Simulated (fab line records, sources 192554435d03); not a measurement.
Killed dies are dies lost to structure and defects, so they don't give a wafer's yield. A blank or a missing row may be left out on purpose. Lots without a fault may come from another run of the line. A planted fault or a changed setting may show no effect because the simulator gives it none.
fab line records | flow n5_finfet
record lots=9 wafers=26 last_day=19
route steps=1938 shown BEOL_M4@1111 TV_LITHO@1886 TV_OPEN@1888 PASSIVATION@1916
lots that met no fault: from a run of the same line without faults
start_h: hours from the record's first day to the start of the lot's first wafer shown | wait_h: hours since the lot's step before | " the same as in the row above | L1.1+2: a row that stands for several wafers | - no value, or no start given | * or withheld: withheld | < > ~ a bound
route shown NAME@n: a module of which the file shows steps, and the number in the route of the first | usual: mean/standard deviation of fault-free wafers | same: alike in all rows | chamber/n: place in a boat | sites: the reading at each site | _std_site: their standard deviation | _edge_site: outer sites' mean less inner sites' | radius_mm: how far each site lies from the wafer's centre | mask NAME#n: copy n | behind: the tool/chamber that last shaped the wafer | hold: why the lot was held/for how many hours/how that ended | device: the transistor (n, p or np) that didn't switch | end of line: the same wafers' tests at the end of the route | a step without rows: its recipe alone | killed: dies lost to structure and defects at the first sort, not the wafer's yield | map: a wafer's dies, x killed, . not, _ none there
set.NAME: the setting as run; set.NAME@STEP: as run at that earlier step | model.NAME: the simulator's own value behind a step, which no gauge read
steps of the route over a sample of lots; a table a step, a row a wafer
services: from which hour (start_h, from the record's first day; less than 0 if before it) a tool's chamber was out of use, for how many hours, and why
## steps
# step N5_BEOL_M4_RC_MEAS_101
# usual DIBL_N=36.6/2.1 DIBL_P=36.5/2.7 IOFF_N=0.17/0.043 IOFF_P=0.22/0.045 ION_N=674/17 ION_P=461/9.9 SS_N=71.7/0.79 SS_P=73.4/0.79 VT_N=249/4 VT_P=-250/3.3
# columns lot.wafer tool chamber start_h wait_h DIBL_N[mV/V] DIBL_P[mV/V] IOFF_N[nA/um] IOFF_P[nA/um] ION_N[uA/um] ION_P[uA/um] SS_N[mV/dec] SS_P[mV/dec] VT_N[mV] VT_P[mV]
L206.1 prober-01 0 194.77 0.0 39.7 39.8 0.19 0.27 657 452 71.8 75.0 249 -248
L206.2 " 0 " " 36.1 32.2 0.13 0.15 644 439 70.9 72.2 254 -255
L206.6 " 0 " " 35.1 33.3 0.12 0.17 645 449 70.6 72.6 254 -255
L205.2 prober-02 0 200.10 0.2 34.9 34.8 0.16 0.26 695 487 71.3 72.6 249 -244
L205.3 " 0 " " 35.6 34.2 0.17 0.25 653 460 71.6 73.1 250 -245
L205.4 " 0 " " 36.0 34.3 0.17 0.25 679 465 71.9 73.2 248 -246
L209.2 prober-01 0 209.24 0.2 35.3 37.4 0.13 0.21 659 456 71.8 73.9 252 -251
L209.3 " 0 " " 32.8 33.5 0.10 0.16 664 462 70.7 72.6 256 -254
L209.5 " 0 " " 32.1 33.0 0.10 0.15 662 459 71.0 72.1 257 -254
L207.3 prober-02 0 215.73 0.3 39.5 41.3 0.25 0.30 692 469 73.0 74.9 244 -246
L207.4 " 0 " " 39.0 40.2 0.25 0.30 689 468 72.0 74.1 242 -245
L207.6 " 0 " " 37.1 36.6 0.20 0.23 687 465 72.0 73.9 248 -246
L211.1 prober-02 0 218.22 0.0 35.5 36.0 0.15 0.23 673 467 71.9 73.6 248 -246
L211.2 " 0 " " 37.8 38.4 0.19 0.27 682 478 72.0 74.2 249 -246
L211.3 " 0 " " 35.6 35.0 0.15 0.21 684 473 71.7 73.3 250 -247
L218.1 prober-02 0 274.00 0.0 37.2 38.4 0.15 0.22 660 455 72.0 73.3 252 -249
L218.4 " 0 " " 39.3 40.1 0.21 0.26 677 462 72.3 73.8 245 -247
L218.6 " 0 " " 35.4 35.7 0.14 0.18 668 460 71.1 72.7 248 -250
L221.1 prober-01 0 282.81 0.0 37.2 37.7 0.18 0.24 699 478 72.0 73.5 247 -246
L221.4 " 0 " " 36.0 36.6 0.17 0.23 678 465 71.1 73.3 246 -247
L221.5 " 0 " " 37.9 38.2 0.19 0.24 664 456 72.0 73.2 245 -249
L223.1 prober-02 0 314.36 0.0 36.5 38.2 0.16 0.23 661 455 71.5 74.0 251 -251
L223.3 " 0 " " 40.9 43.3 0.30 0.37 712 483 72.4 75.4 240 -245
L223.4 " 0 " " 36.9 38.2 0.18 0.23 682 462 71.4 74.2 247 -251
L224.4 prober-02 0 340.96 0.5 34.8 32.7 0.12 0.14 672 456 70.9 72.0 254 -254
L224.5 " 0 " " 33.9 32.3 0.10 0.14 645 446 70.4 72.4 257 -256
# step N5_PASSIVATION_DESCUM_12
# recipe chemistry=O2 time_s=7.9 source_power_w=50 bias_power_w=20 pressure_mtorr=20 rf_frequency_hz=2.712e+07 temp_c=40 o2_flow_sccm=225
# usual drypump_motor_current_A=5.6/0.42 o2_flow_sccm=225.0/0.71 oes_product_au=0.81/0.092 rf_fwd_power_W=49.61/0.22 rf_vpp_V=243.5/1.3 showerhead_plenum_p_Torr=2.12/0.073 throttle_valve_pct=20.46/0.29
# columns lot.wafer tool chamber start_h wait_h drypump_motor_current_A o2_flow_sccm oes_product_au rf_fwd_power_W rf_hours_counter_h rf_vpp_V showerhead_plenum_p_Torr throttle_valve_pct
L206.1 rie_diel-02 3 294.47 0.0 5.4 225.5 0.83 49.62 69 243.6 2.22 20.34
L206.2 " 1 " " 5.9 224.9 0.70 49.45 216 242.8 2.15 20.67
L206.6 " 1 " " 5.9 225.6 0.70 49.44 - 244.6 2.15 20.67
L205.2 rie_diel-02 3 299.61 0.0 5.4 224.9 0.84 49.74 71 246.1 2.22 20.33
L205.3 " 1 " " 5.8 223.8 0.69 49.51 218 245.1 2.15 20.67
L205.4 " 0 " " 6.0 225.5 0.72 49.44 226 243.2 2.07 20.68
L209.2 rie_diel-05 3 308.81 0.1 5.3 224.3 0.91 49.52 17 242.8 2.07 20.63
L209.3 " 0 " " 6.4 223.9 0.67 49.55 231 243.8 2.15 20.80
L209.5 " 0 " " 6.5 224.0 0.68 49.28 - 243.4 2.15 20.82
L207.3 rie_diel-02 1 310.13 0.3 5.9 224.8 0.69 49.32 220 243.9 2.15 20.67
L207.4 " 0 " " 6.0 224.8 0.71 49.65 229 244.3 2.07 20.67
L207.6 " 0 " " 6.0 224.4 0.71 49.51 - 241.8 2.07 20.66
L211.1 rie_diel-05 2 313.67 0.3 5.8 225.0 0.84 49.69 60 242.5 2.02 20.05
L211.2 " 3 " " 5.2 224.9 0.91 49.76 20 242.4 2.07 20.63
L211.3 " 0 " " 6.5 223.9 0.67 49.48 233 243.6 2.15 20.80
L218.1 rie_diel-05 2 378.57 0.0 5.7 224.7 0.82 49.69 82 240.9 2.01 20.08
L218.4 " 2 " " 5.7 225.3 0.82 49.93 - 242.0 2.01 20.09
L218.6 " 3 " " 5.3 225.2 0.88 49.04 - 241.6 2.06 20.65
L221.1 rie_diel-04 0 389.53 0.2 5.3 224.0 0.83 49.59 70 244.9 2.24 20.27
L221.4 " 1 " " 6.2 224.8 0.91 49.60 37 244.8 2.24 20.63
L221.5 " 2 " " 4.9 225.1 0.75 49.72 - 241.8 2.12 20.57
L223.1 rie_diel-02 3 404.02 0.1 5.4 224.3 0.80 50.08 100 244.8 2.21 20.39
L223.3 " 1 " " 5.8 223.8 0.67 49.52 246 243.4 2.14 20.71
L223.4 " 1 " " 5.8 223.3 0.67 49.52 - 244.5 2.14 20.72
L224.4 rie_diel-04 3 440.89 0.2 5.0 224.9 0.79 49.91 106 243.3 2.07 19.84
L224.5 " 1 " " 6.2 225.0 0.89 49.80 - 246.1 2.24 20.65
# step N5_PASSIVATION_VIA_ETCH_13
# recipe chemistry=CHF3/O2 target=SiO2 target_depth_a=6600 CHF3_flow_sccm=50 O2_flow_sccm=5 Ar_flow_sccm=200 time_s=330 mask_material=PR pressure_mtorr=30 source_w=650 bias_w=170 ion_energy_ev=200 ends=cleared
# usual drypump_motor_current_A=5.6/0.42 etch_rf_on_time_s=238/5.4 oes_product_au=0.73/0.081 rf_fwd_power_W=647.6/2.1 rf_vpp_V=526/14 showerhead_plenum_p_Torr=2.44/0.081 throttle_valve_pct=18.87/0.28
# columns lot.wafer tool chamber start_h wait_h drypump_motor_current_A etch_rf_on_time_s oes_product_au rf_fwd_power_W rf_hours_counter_h rf_vpp_V showerhead_plenum_p_Torr throttle_valve_pct
L206.1 rie_diel-02 3 294.63 0.0 5.4 235 0.76 646.2 69 529 2.53 18.66
L206.2 " 1 " " 5.8 240 0.63 649.9 216 517 2.48 19.17
L206.6 " 1 " " 5.9 241 0.63 649.5 - 518 2.48 19.19
L205.2 rie_diel-02 3 299.77 0.0 5.4 238 0.75 647.1 71 527 2.52 18.65
L205.3 " 1 " " 5.9 249 0.62 647.2 218 517 2.48 19.19
L205.4 " 0 " " 6.0 248 0.64 648.2 226 536 2.38 19.12
L209.2 rie_diel-05 3 308.97 0.0 5.3 235 0.82 647.2 17 517 2.34 18.74
L209.3 " 0 " " 6.4 244 0.62 645.1 231 545 2.50 19.41
L209.5 " 0 " " 6.4 244 0.62 645.7 - 546 2.50 19.39
L207.3 rie_diel-02 1 310.29 0.0 5.8 237 0.63 645.4 220 518 2.48 19.19
L207.4 " 0 " " 6.0 244 0.64 646.8 229 536 2.38 19.10
L207.6 " 0 " " 6.0 245 0.64 645.1 - 536 2.38 19.11
L211.1 rie_diel-05 2 313.83 0.0 5.8 236 0.78 651.0 60 509 2.33 18.58
L211.2 " 3 " " 5.3 240 0.81 643.9 20 517 2.33 18.74
L211.3 " 0 " " 6.4 243 0.62 650.2 234 546 2.50 19.40
L218.1 rie_diel-05 2 378.73 0.0 5.8 238 0.74 650.1 82 511 2.33 18.61
L218.4 " 2 " " 5.8 243 0.74 652.2 - 511 2.33 18.62
L218.6 " 3 " " 5.3 238 0.79 646.3 - 517 2.33 18.78
L221.1 rie_diel-04 0 389.69 0.0 5.3 231 0.75 645.8 70 552 2.53 18.44
L221.4 " 1 " " 6.2 232 0.82 646.5 37 542 2.58 19.02
L221.5 " 2 " " 4.9 232 0.69 649.0 - 499 2.42 18.95
L223.1 rie_diel-02 3 404.18 0.0 5.4 240 0.71 648.9 100 528 2.51 18.68
L223.3 " 1 " " 5.9 252 0.60 648.6 246 517 2.47 19.23
L223.4 " 1 " " 5.9 253 0.61 647.5 - 517 2.47 19.22
L224.4 rie_diel-04 3 441.05 0.0 5.0 243 0.71 646.8 106 534 2.45 18.64
L224.5 " 1 " " 6.2 235 0.81 648.3 - 544 2.58 19.05
# step N5_PASSIVATION_PECVD_35
# recipe material=SiNx target_thk_a=7000 temp_c=400 precursor=SiH4/NH3/N2 pressure_torr=4.9 rf_w=1406 time_s=151.3
# usual heater_power_outer_w=171/62 heater_power_w=381/94 rf_fwd_power_W=1399/4.1 run_length_s=195.6/0.68 showerhead_plenum_p_Torr=8.71/0.069 showerhead_vpp_V=2296/67 susceptor_temp_C=400.01/0.22 throttle_valve_pct=29.0/1.6
# columns lot.wafer tool chamber start_h wait_h heater_power_outer_w heater_power_w rf_fwd_power_W run_length_s showerhead_plenum_p_Torr showerhead_vpp_V susceptor_temp_C throttle_valve_pct
L206.1 pecvd-01 2 297.16 0.1 311 615 1397 195.7 8.65 2199 399.62 26.4
L206.2 " 0 " " 122 290 1400 196.5 8.58 2259 400.19 29.6
L206.6 " 2 " " 183 448 1403 195.5 8.64 2156 399.69 26.3
L205.2 pecvd-01 1 304.39 0.1 153 435 1398 195.0 8.75 2233 400.45 28.4
L205.3 " 2 " " 290 587 1396 195.4 8.64 2222 399.83 26.5
L205.4 " 1 " " 179 468 1395 194.7 8.72 2239 400.06 28.4
L209.2 pecvd-01 0 312.03 0.1 91 240 1400 196.2 8.59 2234 399.92 29.6
L209.3 " 1 " " 201 511 1404 194.6 8.72 2251 400.25 28.3
L209.5 " 0 " " 126 282 1395 196.4 8.58 2221 399.79 29.7
L207.3 pecvd-04 2 316.29 0.1 111 329 1400 194.8 8.68 2223 400.16 29.2
L207.4 " 2 " " 151 383 1397 194.8 8.70 2246 399.88 29.0
L207.6 " 1 " " 215 448 1406 195.2 8.74 2303 400.20 32.4
L211.1 pecvd-01 1 316.42 0.1 202 499 1406 238.4 8.75 2307 399.78 28.4
L211.2 " 0 " " 119 273 1402 196.1 8.57 2267 400.16 29.8
L211.3 " 2 " " 260 527 1390 196.1 8.63 2214 399.88 26.6
L218.1 pecvd-04 1 382.22 0.1 198 435 1400 194.8 8.77 2310 399.79 32.7
L218.4 " 2 " " 220 479 1397 195.0 8.69 2242 399.69 29.5
L218.6 " 1 " " 105 300 1396 194.2 8.77 2286 399.86 32.4
L221.1 pecvd-02 0 392.55 0.3 165 315 1394 195.4 8.75 2373 400.06 28.8
L221.4 " 0 " " 241 419 1394 195.7 8.78 2387 399.91 28.6
L221.5 " 0 " " 136 280 1394 195.7 8.76 2354 400.00 28.7
L223.1 pecvd-01 1 406.70 0.1 179 458 1399 194.4 8.72 2232 400.29 28.5
L223.3 " 2 " " 294 598 1400 195.6 8.64 2232 400.22 26.5
L223.4 " 2 " " 305 629 1401 196.2 8.63 2165 400.10 26.4
L224.4 pecvd-04 2 444.28 0.1 201 468 1408 194.9 8.67 2231 399.84 29.8
L224.5 " 1 " " 103 293 1402 194.3 8.78 2355 399.87 32.5
# step N5_PASSIVATION_OVL_MEAS_66
# recipe points_per_wafer=44
# usual PASS_OPEN_OVL=2/4.8
# columns lot.wafer tool chamber start_h wait_h PASS_OPEN_OVL[nm]
L206.1 overlay-02 0 297.62 0.0 5
L206.2 " 0 " " 8
L206.6 " 0 " " -7
L205.2 overlay-01 0 304.98 0.0 8
L205.3 " 0 " " 0
L205.4 " 0 " " 4
L209.2 overlay-02 0 312.50 0.0 0
L209.3 " 0 " " 2
L209.5 " 0 " " -2
L207.3 overlay-01 0 316.87 0.0 6
L207.4 " 0 " " 3
L207.6 " 0 " " 3
L211.1 overlay-02 0 317.04 0.0 0
L211.2 " 0 " " -9
L211.3 " 0 " " -4
L218.1 overlay-01 0 382.68 0.0 1
L218.4 " 0 " " 0
L218.6 " 0 " " -8
L221.1 overlay-02 0 393.23 0.0 -3
L221.4 " 0 " " 0
L221.5 " 0 " " -9
L223.1 overlay-02 0 407.16 0.0 7
L223.3 " 0 " " 0
L223.4 " 0 " " 7
L224.4 overlay-01 0 444.71 0.0 4
L224.5 " 0 " " 6
# step N5_PASSIVATION_PROBE_49
# usual defect_limited_yield=91.5/1.7 killed_at_M0_to_M3=33/11 killed_at_M4_up=13/5.2 killed_at_contacts=11/5.7 killed_at_front_end=39/11 killed_at_other=4/3 killed_dies=101/20 killed_on_rim=13/4.1 killed_open=66/15 killed_short=33/8.4 sort_bin_4_leakage=0.01/0.073 sort_bin_5_function=5.0/1.1 sort_bin_6_memory=3.2/0.69 sort_bin_8_speed=0.1/0.52 sort_n_pass=1078/20 sort_yield_pct=91.4/1.7
# same gross_dies=1180 killed_at_back_side=0
# columns lot.wafer tool chamber start_h wait_h defect_limited_yield[%] killed_at_M0_to_M3 killed_at_M4_up killed_at_contacts killed_at_front_end killed_at_other killed_dies killed_on_rim killed_open killed_short sort_bin_4_leakage[%] sort_bin_5_function[%] sort_bin_6_memory[%] sort_bin_8_speed[%] sort_n_pass sort_yield_pct[%]
L211.1 prober-01 - 321.15 0.0 0 22 10 14 43 1091 1180 152 59 36 0 96.8 3.1 0 0 0
L211.2 prober-01 - 321.20 0.1 90.5 33 8 8 60 3 112 20 69 41 0 5.7 3.3 0 1068 90.5
L211.3 prober-01 - 321.25 0.1 89.7 32 12 16 55 7 122 22 78 35 0 5.3 4.0 0 1058 89.7
L223.1 prober-02 - 410.60 0.0 90.2 24 13 9 55 15 116 11 71 41 0 6.1 3.2 0 1064 90.2
L223.3 prober-02 - 410.70 0.1 90.9 36 12 19 38 2 107 12 68 37 0.85 5.3 3.6 0 1063 90.1
L223.4 prober-02 - 410.75 0.2 88.8 47 13 18 49 5 132 16 90 36 0 7.4 3.3 0 1048 88.8
# killed by level:class
L211.1 PASSIVATION:area_pecvd=1085 MOL_CONTACT_COAG:geometric_particle:open=12 FIN_SAQP:geometric_particle:short=11 GATE_CUT:geometric_particle:short=9 STI_FIN_REVEAL:geometric_particle:open=5 GATE_CUT:geometric_particle:open=5 BEOL_M3:geometric_particle:open=5 DUMMY_GATE:geometric_particle:open=4
L211.2 STI_FIN_REVEAL:geometric_particle:open=23 BEOL_M0_SAQP:geometric_particle:short=9 MOL_CONTACT_COAG:geometric_particle:open=7 BEOL_M3:geometric_particle:open=7 DUMMY_GATE:geometric_particle:open=6 FIN_SAQP:geometric_particle:short=5 BEOL_M0_SAQP:geometric_particle:open=5 STI_FIN_REVEAL:geometric_particle:short=4
L211.3 MOL_CONTACT_COAG:geometric_particle:open=13 BEOL_M0_SAQP:geometric_particle:open=13 STI_FIN_REVEAL:geometric_particle:open=10 HKMG_FIN:area_etch=9 GATE_CUT:geometric_particle:short=8 DUMMY_GATE:geometric_particle:open=6 BEOL_M0_SAQP:geometric_particle:short=6 GATE_CUT:geometric_particle:open=5
L223.1 STI_FIN_REVEAL:geometric_particle:open=22 FIN_SAQP:geometric_particle:short=7 MOL_CONTACT_COAG:geometric_particle:open=7 BEOL_M4:geometric_particle:open=7 DUMMY_GATE:geometric_particle:open=6 BEOL_M0_SAQP:geometric_particle:short=6 STI_FIN_REVEAL:geometric_particle:short=5 PAD_METAL:geometric_particle:open=4
L223.3 MOL_CONTACT_COAG:geometric_particle:open=16 BEOL_M1:geometric_particle:open=10 BEOL_M0_SAQP:geometric_particle:short=9 STI_FIN_REVEAL:geometric_particle:open=7 FIN_SAQP:geometric_particle:open=6 FIN_SAQP:geometric_particle:short=5 DUMMY_GATE:geometric_particle:open=5 BEOL_M2:geometric_particle:open=4
L223.4 MOL_CONTACT_COAG:geometric_particle:open=17 STI_FIN_REVEAL:geometric_particle:open=15 BEOL_M3:geometric_particle:open=13 BEOL_M2:geometric_particle:open=10 BEOL_M1:geometric_particle:open=6 STI_FIN_REVEAL:geometric_particle:short=5 BEOL_M0_SAQP:geometric_particle:short=5 BEOL_M1:geometric_particle:short=5
## services
# columns tool chamber start_h hours kind
rie_diel-05 1 305.69 - clean
rie_diel-05 1 305.69 - consumable_replace:focus_ring
rie_diel-05 1 305.69 27.6 scheduled_down
rie_diel-05 1 305.69 27.6 vent_cycle
pecvd-02 2 316.73 9.6 repair
rie_diel-05 - 319.34 2.8 pm
rie_diel-04 0 324.21 1.2 repair
rie_diel-02 - 330.92 3.4 repair
pecvd-02 2 347.48 3.2 repair
rie_diel-05 0 365.17 - clean
rie_diel-05 0 365.17 - consumable_replace:focus_ring
rie_diel-05 0 365.17 17.0 scheduled_down
pecvd-02 2 381.79 16.6 repair
pecvd-02 1 391.10 3.5 repair
rie_diel-02 0 391.11 - clean
rie_diel-02 0 391.11 - consumable_replace:focus_ring
rie_diel-02 0 391.11 14.1 scheduled_down
rie_diel-02 0 391.11 14.1 vent_cycle
rie_diel-05 2 405.28 21.1 repair
rie_diel-02 - 417.06 2.8 pm
rie_diel-02 1 420.43 - clean
rie_diel-02 1 420.43 - consumable_replace:focus_ring
rie_diel-02 1 420.43 24.4 scheduled_down
rie_diel-02 1 420.43 24.4 vent_cycle
## key
first_sign step=N5_PASSIVATION_PECVD_35 reading=run_length_s direction=up sigmas=63 usual=* struck=*
effect step=N5_PASSIVATION_PROBE_49 reading=killed_at_other direction=up sigmas=99+ usual=4 struck=1091
more_kills_born_at N5_PASSIVATION_PECVD_35@pecvd-01=1085
met_at N5_PASSIVATION_PECVD_35
struck_lots L211
struck_wafers L211.1
later_rows_left_out L211.1
not_acting_at N5_PASSIVATION_DESCUM_12,N5_PASSIVATION_VIA_ETCH_13,N5_PASSIVATION_OVL_MEAS_66
onset_between 312.03 316.42
fault kind=process_parameter_drift tool=pecvd-01 chamber=- onset_h=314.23 steps=N5_PASSIVATION_PECVD_35 channel=time_s offset=* shape=step end_h=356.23 scope=struck_wafers_only acts_in=* stated=*
# later_rows_left_out: the simulator's readings of these wafers behind a module that went badly wrong aren't trusted and aren't shown, but for the sort
